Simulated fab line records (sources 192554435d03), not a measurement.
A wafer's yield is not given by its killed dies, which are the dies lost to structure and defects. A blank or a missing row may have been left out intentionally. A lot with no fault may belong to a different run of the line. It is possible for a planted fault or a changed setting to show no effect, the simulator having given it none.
fab line records | flow n5-finfet
record lots=7 wafers=21
route steps=1938 shown BEOL_M0@726 BEOL_M1@754 BEOL_M3@957 BEOL_M5@1140 BEOL_M6@1233
start-h: hours from the record's first day to the start of the lot's first wafer shown | wait-h: time in hours since the lot's previous step | " as in the row above | L1.1+2: one row covering several wafers at once | - no value, or no start given | * or withheld: withheld | < > ~ a bound
route shown NAME@n: a module of which the file shows steps, and the number in the route of the first | usual: average and standard deviation across the fault-free wafers | same: alike in all rows | chamber/n: place in a boat | sites: per-site readings | _std_site: standard deviation of those values | _edge_site: outer sites' mean less inner sites' | radius-mm: for every site, how far away it sits from the centre of the wafer | mask NAME#n: copy n | behind: the most recent tool/chamber to have shaped the wafer | hold: what put the lot on hold/how long, in hours/how the hold closed | device: the transistor (n, p or np) that didn't switch | end of line: tests of these same wafers at the route's end | for a step that has no rows: nothing shown but its recipe | killed: the dies lost at the first sort to structure and to defects; this is not the yield of the wafer | map: a wafer's dies, x killed, . not, _ none there
set.NAME: the setting that was run; set.NAME@STEP: the one run at that earlier step | model.NAME: the simulator's own value behind a step, which no gauge read
lots whose settings were changed on purpose; a table a step, a row a wafer
## steps
# step N5_BEOL_M0_ETCH_109
# recipe chemistry=CH3F/O2 target-depth-a=80 overetch-a=24 target=SiCN time-s=27.4 ion-energy-ev=120 pressure-mtorr=30 source-w=395 bias-w=75 Ar_flow_sccm=150 CH3F_flow_sccm=30 O2_flow_sccm=20
# usual rf-vpp-V=297.4/1.5
# columns lot.wafer tool chamber start-h wait-h set.bias-w rf-vpp-V
L075.3 rie-diel-01 2 123.68 0.3 75 296.7
L075.4 " 3 " " 70.65 289.2
L075.6 " 2 " " 70.65 286.8
L076.2 rie-diel-03 2 129.68 0.0 75 296.1
L076.3 " 0 " " 84.52 321.2
L076.5 " 0 " " 84.52 320.9
L078.3 rie-diel-02 0 144.03 0.4 75 296.7
L078.4 " 2 " " 82.58 315.7
L078.6 " 0 " " 75 298.5
L081.1 rie-diel-02 2 152.81 0.0 75 298.6
L081.2 " 3 " " 75 298.1
L081.5 " 2 " " 70.17 286.1
L086.1 rie-diel-02 0 186.95 0.1 75 297.3
L086.2 " 2 " " 75 298.4
L086.4 " 3 " " 75 298.4
L087.1 rie-diel-02 2 189.09 0.0 75 297.5
L087.3 " 3 " " 64.27 269.3
L087.4 " 0 " " 75 299.4
L096.3 rie-diel-02 2 263.14 0.0 75 298.8
L096.4 " 0 " " 88.49 330.3
L096.5 " 3 " " 75 297.3
# step N5_BEOL_M1_HM_DEP_02
# recipe material=TiN target-thk-a=200 temp-c=25 chamber-pressure-pa=0.49996
# columns lot.wafer tool chamber start-h wait-h set.target-thk-a model.TiN_of_BEOL_M1_HM_DEP_02.thk-nm
L075.3 pvd-sputter-03 - 127.11 1.0 221.2 22.4
L075.4 " - " " 221.2 22.2
L075.6 " - " " 200 20.2
L076.2 pvd-sputter-01 - 137.51 3.6 200 20.2
L076.3+5 " - " " 200 20.4
L078.3 pvd-sputter-01 - 147.85 0.7 200 20.4
L078.4+6 " - " " 200 20.2
L081.1 pvd-sputter-02 - 159.86 4.8 180.7 17.6
L081.2 " - " " 200 19.6
L081.5 " - " " 180.7 17.8
L086.1+4 pvd-sputter-02 - 191.25 0.4 200 19.6
L086.2 " - " " 200 19.8
L087.1 pvd-sputter-01 - 192.52 0.3 200 19.6
L087.3 " - " " 200 19.8
L087.4 " - " " 208.8 20.6
L096.3 pvd-sputter-02 - 268.67 2.5 200 20
L096.4 " - " " 223.3 22.2
L096.5 " - " " 223.3 22.4
# step N5_BEOL_M1_COAT_61
# recipe resist=SOC temp-c=250 time-s=60 spin-rpm=1500 resist-thk-nm=60
# columns lot.wafer tool chamber start-h wait-h set.spin-rpm model.SOC_of_BEOL_M1_COAT_61.thk-nm
L075.3+6 litho-track-03 0 127.24 0.1 1500 60
L075.4 " 0 " " 1454 61
L076.2 litho-track-03 0 137.63 0.1 1500 60.2
L076.3+5 " 0 " " 1500 60
L078.3 litho-track-04 0 147.98 0.1 1669 56.8
L078.4 " 0 " " 1669 57
L078.6 " 0 " " 1500 60
L081.1+2 litho-track-04 0 159.99 0.1 1657 57
L081.5 " 0 " " 1500 60
L086.1+2 litho-track-04 0 191.38 0.1 1500 60
L086.4 " 0 " " 1500 59.8
L087.1 litho-track-04 0 192.64 0.1 1500 59.8
L087.3+4 " 0 " " 1364 62.8
L096.3+5 litho-track-03 0 268.80 0.1 1500 60
L096.4 " 0 " " 1500 59.8
# step N5_BEOL_M1_COAT_62
# recipe resist=SiARC temp-c=220 time-s=60 spin-rpm=1500 resist-thk-nm=12
# step N5_BEOL_M1_COAT_73
# recipe resist=underlayer temp-c=205 time-s=60 spin-rpm=1500 resist-thk-nm=5
# step N5_BEOL_M1_ETCH_74
# recipe chemistry=N2/H2 target=underlayer target-depth-a=65 mask-material=CAR-EUV time-s=5.2 ion-energy-ev=200 pressure-mtorr=30 source-w=840 bias-w=150 n2-flow-sccm=200 h2-flow-sccm=200 ends=cleared
# step N5_BEOL_M1_ETCH_63
# recipe chemistry=CF4 target=SiARC target-depth-a=156 mask-material=CAR-EUV time-s=26 ion-energy-ev=80 pressure-mtorr=40 source-w=545 bias-w=36 Ar_flow_sccm=100 cf4-flow-sccm=100 ends=cleared
# step N5_BEOL_M1_ETCH_64
# recipe chemistry=N2/H2 target=SOC target-depth-a=750 overetch-a=150 mask-material=SiARC temp-c=40 time-s=112.5 ion-energy-ev=200 pressure-mtorr=30 source-w=840 bias-w=150 n2-flow-sccm=200 h2-flow-sccm=200
# columns lot.wafer tool chamber start-h wait-h set.spin-rpm@BEOL_M1_COAT_61 model.etch.depth-nm
L075.3 rie-diel-05 3 128.96 0.0 1500 59.95
L075.4 " 0 " " 1454 61.09
L075.6 " 2 " " 1500 60.01
L076.2 rie-diel-04 1 138.24 0.0 1500 60.23
L076.3 " 0 " " 1500 60.03
L076.5 " 2 " " 1500 60.04
L078.3 rie-diel-06 1 148.74 0.0 1669 56.75
L078.4 " 3 " " 1669 56.96
L078.6 " 2 " " 1500 60.01
L081.1 rie-diel-05 1 160.59 0.0 1657 57.04
L081.2 " 3 " " 1657 56.98
L081.5 " 3 " " 1500 59.94
L086.1 rie-diel-04 0 192.11 0.0 1500 59.96
L086.2 " 3 " " 1500 59.95
L086.4 " 1 " " 1500 59.75
L087.1 rie-diel-04 3 193.41 0.0 1500 59.9
L087.3 " 2 " " 1364 62.81
L087.4 " 1 " " 1364 62.75
L096.3 rie-diel-05 2 269.39 0.0 1500 59.99
L096.4 " 1 " " 1500 59.84
L096.5 " 0 " " 1500 60.02
# step N5_BEOL_M1_STRIP_65
# recipe chemistry=N2/H2 temp-c=40 n2-flow-sccm=200 h2-flow-sccm=200 rf-frequency-hz=6e+07
# step N5_BEOL_M1_STRIP_75
# recipe chemistry=N2/H2 temp-c=40 n2-flow-sccm=200 h2-flow-sccm=200 rf-frequency-hz=6e+07
# step N5_BEOL_M1_STRIP_66
# recipe chemistry=CF4 resist=SiARC power-w=300 bias-power-w=75 pressure-mtorr=50 cf4-flow-sccm=150 rf-frequency-hz=6e+07
# step N5_BEOL_M1_HM_OPEN_17
# recipe chemistry=Cl2/BCl3 target-depth-a=200 overetch-a=60 target=TiN mask-material=SOC ion-energy-ev=150 pressure-mtorr=10 icp-w=1000 bias-w=126 Cl2_flow_sccm=53.25 bcl3-flow-sccm=21.75 Ar_flow_sccm=25
# columns lot.wafer tool chamber start-h wait-h set.target-thk-a@BEOL_M1_HM_DEP_02 model.etch.depth-nm
L075.3 rie-metal-02 1 129.18 0.1 221.2 22.39
L075.4 " 0 " " 221.2 22.26
L075.6 " 1 " " 200 20.18
L076.2 rie-metal-03 0 138.41 0.0 200 20.21
L076.3 " 0 " " 200 20.34
L076.5 " 0 " " 200 20.3
L078.3 rie-metal-01 1 148.97 0.1 200 20.36
L078.4+6 " 1 " " 200 20.29
L081.1 rie-metal-01 1 160.76 0.0 180.7 17.52
L081.2 " 1 " " 200 19.7
L081.5 " 1 " " 180.7 17.75
L086.1 rie-metal-02 1 192.28 0.0 200 19.58
L086.2 " 0 " " 200 19.78
L086.4 " 0 " " 200 19.65
L087.1 rie-metal-02 0 193.58 0.0 200 19.63
L087.3 " 1 " " 200 19.79
L087.4 " 0 " " 208.8 20.55
L096.3 rie-metal-02 0 269.59 0.1 200 20.05
L096.4 " 1 " " 223.3 22.17
L096.5 " 1 " " 223.3 22.36
# step N5_BEOL_M1_DEP_57
# recipe material=SiCN target-thk-a=80 temp-c=withheld precursor=3MS/NH3 pressure-torr=3 rf-w=202 time-s=14
# columns lot.wafer tool chamber start-h wait-h set.time-s model.SiCN_of_BEOL_M1_DEP_57.thk-nm
L075.3+6 pecvd-01 1 136.30 0.0 12.83 7.4
L075.4 " 0 " " 14 8.2
L076.2 pecvd-03 2 143.51 0.0 14.82 8.6
L076.3 " 0 " " 14 8.2
L076.5 " 0 " " 14 8.4
L078.3 pecvd-03 1 155.13 0.0 16.08 9.2
L078.4 " 2 " " 14 8
L078.6 " 0 " " 16.08 9.4
L081.1+5 pecvd-01 1,2 167.22 0.0 14.99 8.6
L081.2 " 0 " " 14 7.8
L086.1+2 pecvd-01 0,1 197.83 0.0 14 8
L086.4 " 0 " " 14 8.2
L087.1 pecvd-01 0 212.16 0.0 15.55 8.8
L087.3+4 " 1,0 " " 14 8
L096.3+4+5 pecvd-01 0,1,2 279.13 0.0 14 8
# step N5_BEOL_M3_COAT_67
# recipe resist=SOC temp-c=250 time-s=60 spin-rpm=1500 resist-thk-nm=60
# columns lot.wafer tool chamber start-h wait-h set.spin-rpm model.SOC_of_BEOL_M3_COAT_67.thk-nm
L075.3 litho-track-02 0 146.86 0.0 1500 60.2
L075.4 " 0 " " 1500 60.4
L075.6 " 0 " " 1500 60
L076.2+3 litho-track-03 0 154.95 0.0 1500 60
L076.5 " 0 " " 1412 62
L078.3 litho-track-04 0 169.88 0.0 1500 60.2
L078.4+6 " 0 " " 1500 60
L081.1 litho-track-03 0 180.61 0.7 1500 60
L081.2 " 0 " " 1500 59.6
L081.5 " 0 " " 1500 59.8
L086.1 litho-track-03 0 213.59 0.0 1500 60.2
L086.2+4 " 0 " " 1500 60
L087.1+3 litho-track-03 0 223.73 0.0 1500 59.8
L087.4 " 0 " " 1500 60
L096.3+4 litho-track-03 0 290.27 0.0 1382 62.2
L096.5 " 0 " " 1500 59.8
# step N5_BEOL_M3_COAT_22
# recipe resist=CAR-EUV spin-rpm=1500 resist-thk-nm=30
# columns lot.wafer tool chamber start-h wait-h set.spin-rpm model.CAR-EUV_of_BEOL_M3_COAT_22.thk-nm
L075.3+4+6 litho-track-02 0 - - 1500 30
L076.2+3+5 litho-track-03 0 - - 1500 30
L078.3+4 litho-track-04 0 - - 1500 30
L078.6 " 0 " " 1611 28.8
L081.1+2+5 litho-track-03 0 - - 1500 30
L086.1+2+4 litho-track-03 0 - - 1500 30
L087.1 litho-track-03 0 - - 1500 30
L087.3+4 " 0 " " 1660 28.6
L096.3+4 litho-track-03 0 - - 1668 28.4
L096.5 " 0 " " 1500 29.8
# step N5_BEOL_M3_EBR_24
# recipe solvent=PGMEA ebr-width-mm=1.5
# step N5_BEOL_M3_SOFTBAKE_23
# recipe temp-c=110 time-s=60 resist=CAR-EUV
# step N5_BEOL_M3_EXPOSE_25
# recipe mask-id=V2 na=0.33 source-shape=quasar sigma-inner=0.2 sigma-outer=0.8 polarization=unpolarized defocus-nm=5 dose-mj=63
# step N5_BEOL_M3_PEB_26
# recipe peb-temp-c=100 peb-time-s=60 resist=CAR-EUV
# step N5_BEOL_M3_DEVELOP_27
# recipe develop-time-s=30 developer=TMAH resist=CAR-EUV rinse-liquid=surfactant-rinse dry=air-spin dev-temp-c=23
# columns lot.wafer tool chamber start-h wait-h set.spin-rpm@BEOL_M3_COAT_22 model.CAR-EUV_of_BEOL_M3_COAT_22.thk-nm
L075.3+4+6 litho-track-02 0 - - 1500 29.6
L076.2 litho-track-04 0 - - 1500 29.4
L076.3+5 " 0 " " 1500 29.6
L078.3+4 litho-track-03 0 - - 1500 29.6
L078.6 " 0 " " 1611 28.4
L081.1+2+5 litho-track-02 0 - - 1500 29.6
L086.1+4 litho-track-02 0 - - 1500 29.6
L086.2 " 0 " " 1500 29.4
L087.1 litho-track-04 0 - - 1500 29.6
L087.3 " 0 " " 1660 28
L087.4 " 0 " " 1660 28.2
L096.3+4 litho-track-03 0 - - 1668 27.8
L096.5 " 0 " " 1500 29.4
# step N5_BEOL_M3_ALD_98
# recipe material=SiO2 target-thk-a=25 temp-c=100 ald-precursor-family=BDEAS ald-co-reactant=O2-plasma pulse-time-s=1 co-reactant-pulse-time-s=1 purge-time-s=2 co-reactant-purge-time-s=2 ald-cycles=17 pressure-torr=2
# step N5_BEOL_M3_ETCHBACK_99
# recipe chemistry=CHF3 target=SiO2 target-depth-a=50 time-s=10.4 source-w=215 bias-w=47 Ar_flow_sccm=200 CHF3_flow_sccm=12 ion-energy-ev=100 pressure-mtorr=30
# step N5_BEOL_M3_ETCH_70
# recipe chemistry=N2/H2 target=SOC target-depth-a=800 overetch-a=160 mask-material=SiARC temp-c=40 time-s=120 ion-energy-ev=200 pressure-mtorr=30 source-w=840 bias-w=150 n2-flow-sccm=200 h2-flow-sccm=200
# columns lot.wafer tool chamber start-h wait-h set.spin-rpm@BEOL_M3_COAT_67 model.etch.depth-nm
L075.3 rie-diel-06 1 147.87 0.0 1500 60.15
L075.4 " 0 " " 1500 60.31
L075.6 " 1 " " 1500 60.01
L076.2 rie-diel-04 3 159.73 0.0 1500 60.04
L076.3 " 1 " " 1500 60.09
L076.5 " 1 " " 1412 61.93
L078.3 rie-diel-06 3 172.72 0.0 1500 60.17
L078.4 " 1 " " 1500 59.99
L078.6 " 3 " " 1500 60.09
L081.1 rie-diel-06 2 181.70 0.0 1500 59.91
L081.2 " 3 " " 1500 59.69
L081.5 " 3 " " 1500 59.8
L086.1 rie-diel-05 0 215.00 0.0 1500 60.14
L086.2 " 2 " " 1500 59.95
L086.4 " 3 " " 1500 60.06
L087.1 rie-diel-04 2 225.17 0.0 1500 59.89
L087.3 " 3 " " 1500 59.85
L087.4 " 1 " " 1500 59.91
L096.3 rie-diel-06 0 297.35 0.0 1382 62.26
L096.4 " 1 " " 1382 62.25
L096.5 " 0 " " 1500 59.81
# step N5_BEOL_M5_COAT_66
# recipe resist=SiARC temp-c=220 time-s=60 spin-rpm=1500 resist-thk-nm=12
# columns lot.wafer tool chamber start-h wait-h set.spin-rpm model.SiARC_of_BEOL_M5_COAT_66.thk-nm
L075.3+6 litho-track-02 0 - - 1500 12
L075.4 " 0 " " 1569 11.8
L076.2 litho-track-03 0 - - 1450 12.2
L076.3+5 " 0 " " 1500 12
L078.3 litho-track-03 0 - - 1500 12
L078.4+6 " 0 " " 1414 12.4
L081.1+2 litho-track-01 0 - - 1500 12
L081.5 " 0 " " 1625 11.4
L086.1+2+4 litho-track-03 0 - - 1500 12
L087.1+3 litho-track-02 0 - - 1500 12
L087.4 " 0 " " 1634 11.6
L096.3+5 litho-track-01 0 - - 1597 11.6
L096.4 " 0 " " 1500 12
# step N5_BEOL_M5_COAT_22
# recipe resist=CAR-EUV spin-rpm=1500 resist-thk-nm=30
# columns lot.wafer tool chamber start-h wait-h set.spin-rpm model.CAR-EUV_of_BEOL_M5_COAT_22.thk-nm
L075.3 litho-track-02 0 - - 1500 30
L075.4+6 " 0 " " 1356 31.6
L076.2+3 litho-track-03 0 - - 1557 29.4
L076.5 " 0 " " 1500 30
L078.3+4 litho-track-03 0 - - 1651 28.6
L078.6 " 0 " " 1500 30
L081.1+2 litho-track-01 0 - - 1550 29.6
L081.5 " 0 " " 1500 30
L086.1+4 litho-track-03 0 - - 1500 29.8
L086.2 " 0 " " 1500 30
L087.1+4 litho-track-02 0 - - 1500 30
L087.3 " 0 " " 1500 29.8
L096.3+5 litho-track-01 0 - - 1402 31.2
L096.4 " 0 " " 1500 30.2
# step N5_BEOL_M5_EBR_24
# recipe solvent=PGMEA ebr-width-mm=1.5
# step N5_BEOL_M5_SOFTBAKE_23
# recipe temp-c=110 time-s=60 resist=CAR-EUV
# step N5_BEOL_M5_EXPOSE_25
# recipe mask-id=V4 na=0.33 source-shape=quasar sigma-inner=0.2 sigma-outer=0.6 polarization=unpolarized defocus-nm=10 dose-mj=52.75
# step N5_BEOL_M5_PEB_26
# recipe peb-temp-c=100 peb-time-s=60 resist=CAR-EUV
# step N5_BEOL_M5_DEVELOP_27
# recipe develop-time-s=30 developer=TMAH resist=CAR-EUV rinse-liquid=surfactant-rinse dry=air-spin dev-temp-c=23
# columns lot.wafer tool chamber start-h wait-h set.spin-rpm@BEOL_M5_COAT_22 model.CAR-EUV_of_BEOL_M5_COAT_22.thk-nm
L075.3 litho-track-01 0 - - 1500 29.4
L075.4 " 0 " " 1356 31
L075.6 " 0 " " 1356 31.2
L076.2 litho-track-03 0 - - 1557 29
L076.3 " 0 " " 1557 28.8
L076.5 " 0 " " 1500 29.6
L078.3+4 litho-track-01 0 - - 1651 28.2
L078.6 " 0 " " 1500 29.6
L081.1 litho-track-03 0 - - 1550 29
L081.2 " 0 " " 1550 29.2
L081.5 " 0 " " 1500 29.6
L086.1+2+4 litho-track-01 0 - - 1500 29.4
L087.1 litho-track-01 0 - - 1500 29.6
L087.3+4 " 0 " " 1500 29.4
L096.3+5 litho-track-01 0 - - 1402 30.8
L096.4 " 0 " " 1500 29.6
# step N5_BEOL_M5_DESCUM_33
# recipe chemistry=O2 time-s=7 source-power-w=50 bias-power-w=20 pressure-mtorr=20 rf-frequency-hz=2.712e+07 temp-c=40 resist=CAR-EUV o2-flow-sccm=225
# step N5_BEOL_M5_ETCH_75
# recipe chemistry=N2/H2 target=underlayer target-depth-a=65 mask-material=CAR-EUV time-s=5.2 ion-energy-ev=200 pressure-mtorr=30 source-w=840 bias-w=150 n2-flow-sccm=200 h2-flow-sccm=200 ends=cleared
# step N5_BEOL_M5_ETCH_67
# recipe chemistry=CF4 target=SiARC target-depth-a=156 mask-material=CAR-EUV time-s=26 ion-energy-ev=80 pressure-mtorr=40 source-w=545 bias-w=36 Ar_flow_sccm=100 cf4-flow-sccm=100 ends=cleared
# columns lot.wafer tool chamber start-h wait-h set.spin-rpm@BEOL_M5_COAT_66 set.spin-rpm@BEOL_M5_COAT_22 model.CAR-EUV_of_BEOL_M5_COAT_22.thk-nm model.etch.depth-nm
L075.3 rie-diel-06 2 172.25 0.0 1500 1500 11.2 12.01
L075.4 " 3 " " 1569 1356 12.8 11.72
L075.6 " 3 " " 1500 1356 12.8 12
L076.2 rie-diel-05 3 179.10 0.0 1450 1557 10.4 12.17
L076.3 " 1 " " 1500 1557 10.6 11.93
L076.5 " 0 " " 1500 1500 11.2 11.95
L078.3 rie-diel-06 1 193.13 0.0 1500 1651 9.8 11.98
L078.4 " 0 " " 1414 1651 9.6 12.35
L078.6 " 2 " " 1414 1500 11 12.31
L081.1 rie-diel-06 1 202.04 0.0 1500 1550 10.6 12.01
L081.2 " 3 " " 1500 1550 10.6 11.99
L081.5 " 2 " " 1625 1500 11.6 11.48
L086.1+2 rie-diel-04 1,0 231.70 0.0 1500 1500 11 12.01
L086.4 " 2 " " 1500 1500 11 11.99
L087.1 rie-diel-06 1 245.98 0.0 1500 1500 11 12.03
L087.3 " 2 " " 1500 1500 11 12.06
L087.4 " 3 " " 1634 1500 11.4 11.54
L096.3 rie-diel-04 0 320.21 0.0 1597 1402 12.6 11.66
L096.4 " 1 " " 1500 1500 11.2 12.04
L096.5 " 3 " " 1597 1402 12.6 11.65
# step N5_BEOL_M6_ETCH_66
# recipe chemistry=N2/H2 target=SOC target-depth-a=800 overetch-a=160 mask-material=SiARC temp-c=40 time-s=120 ion-energy-ev=200 pressure-mtorr=30 source-w=840 bias-w=150 n2-flow-sccm=200 h2-flow-sccm=200
# usual rf-vpp-V=523.6/2.4
# columns lot.wafer tool chamber start-h wait-h set.bias-w rf-vpp-V model.SiARC_of_BEOL_M6_COAT_64.thk-nm
L075.3 rie-diel-03 3 186.33 0.0 150 523.3 6.4
L075.4 " 2 " " 150 519.9 6.2
L075.6 " 1 " " 150 526.2 6.4
L076.2 rie-diel-01 0 190.24 0.0 150 525.8 6.4
L076.3 " 2 " " 126.3 468.8 7.6
L076.5 " 3 " " 150 529.1 6.2
L078.3 rie-diel-02 0 204.03 0.0 166.5 559.4 5.6
L078.4 " 1 " " 150 518.8 6.4
L078.6 " 2 " " 166.5 560.4 5.6
L081.1 rie-diel-03 1 213.88 0.0 150 525.2 6.4
L081.2 " 2 " " 150 521.5 6.2
L081.5 " 0 " " 150 522.2 6.4
L086.1 rie-diel-03 0 245.38 0.0 150 520.9 6.4
L086.2 " 1 " " 150 525.2 6.4
L086.4 " 2 " " 150 519.9 6.4
L087.1 rie-diel-01 2 258.69 0.0 150 523.5 6.4
L087.3 " 3 " " 150 528.5 6.4
L087.4 " 1 " " 150 522.7 6.4
L096.3 rie-diel-01 1 334.57 0.0 171.9 568.6 5.4
L096.4 " 3 " " 150 527.0 6.4
L096.5 " 1 " " 150 521.6 6.4
## key
split step=N5_BEOL_M0_ETCH_109 setting=bias-w stated=75 by=wafer
response step=N5_BEOL_M0_ETCH_109 reading=rf-vpp-V change=+1.88 per=1% r=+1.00
split step=N5_BEOL_M1_HM_DEP_02 setting=target-thk-a stated=200 by=wafer
response step=N5_BEOL_M1_HM_DEP_02 reading=model.TiN_of_BEOL_M1_HM_DEP_02.thk-nm change=+0.198 per=1% r=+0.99
response step=N5_BEOL_M1_HM_OPEN_17 reading=model.etch.depth-nm change=+0.2 per=1% r=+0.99
split step=N5_BEOL_M1_COAT_61 setting=spin-rpm stated=1500 by=wafer
response step=N5_BEOL_M1_COAT_61 reading=model.SOC_of_BEOL_M1_COAT_61.thk-nm change=-0.294 per=1% r=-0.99
response step=N5_BEOL_M1_ETCH_64 reading=model.etch.depth-nm change=-0.292 per=1% r=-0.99
split step=N5_BEOL_M1_DEP_57 setting=time-s stated=14 by=wafer
response step=N5_BEOL_M1_DEP_57 reading=model.SiCN_of_BEOL_M1_DEP_57.thk-nm change=+0.085 per=1% r=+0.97
split step=N5_BEOL_M3_COAT_67 setting=spin-rpm stated=1500 by=wafer
response step=N5_BEOL_M3_COAT_67 reading=model.SOC_of_BEOL_M3_COAT_67.thk-nm change=-0.318 per=1% r=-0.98
response step=N5_BEOL_M3_ETCH_70 reading=model.etch.depth-nm change=-0.313 per=1% r=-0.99
split step=N5_BEOL_M3_COAT_22 setting=spin-rpm stated=1500 by=wafer
response step=N5_BEOL_M3_COAT_22 reading=model.CAR-EUV_of_BEOL_M3_COAT_22.thk-nm change=-0.134 per=1% r=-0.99
response step=N5_BEOL_M3_DEVELOP_27 reading=model.CAR-EUV_of_BEOL_M3_COAT_22.thk-nm change=-0.146 per=1% r=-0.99
split step=N5_BEOL_M5_COAT_66 setting=spin-rpm stated=1500 by=wafer
response step=N5_BEOL_M5_COAT_66 reading=model.SiARC_of_BEOL_M5_COAT_66.thk-nm change=-0.0587 per=1% r=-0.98
response step=N5_BEOL_M5_ETCH_67 reading=model.etch.depth-nm change=-0.0603 per=1% r=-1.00
split step=N5_BEOL_M5_COAT_22 setting=spin-rpm stated=1500 by=wafer
response step=N5_BEOL_M5_COAT_22 reading=model.CAR-EUV_of_BEOL_M5_COAT_22.thk-nm change=-0.151 per=1% r=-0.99
response step=N5_BEOL_M5_DEVELOP_27 reading=model.CAR-EUV_of_BEOL_M5_COAT_22.thk-nm change=-0.163 per=1% r=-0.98
response step=N5_BEOL_M5_ETCH_67 reading=model.CAR-EUV_of_BEOL_M5_COAT_22.thk-nm change=-0.167 per=1% r=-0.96
split step=N5_BEOL_M6_ETCH_66 setting=bias-w stated=150 by=wafer
response step=N5_BEOL_M6_ETCH_66 reading=rf-vpp-V change=+3.47 per=1% r=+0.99
response step=N5_BEOL_M6_ETCH_66 reading=model.SiARC_of_BEOL_M6_COAT_64.thk-nm change=-0.0753 per=1% r=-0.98
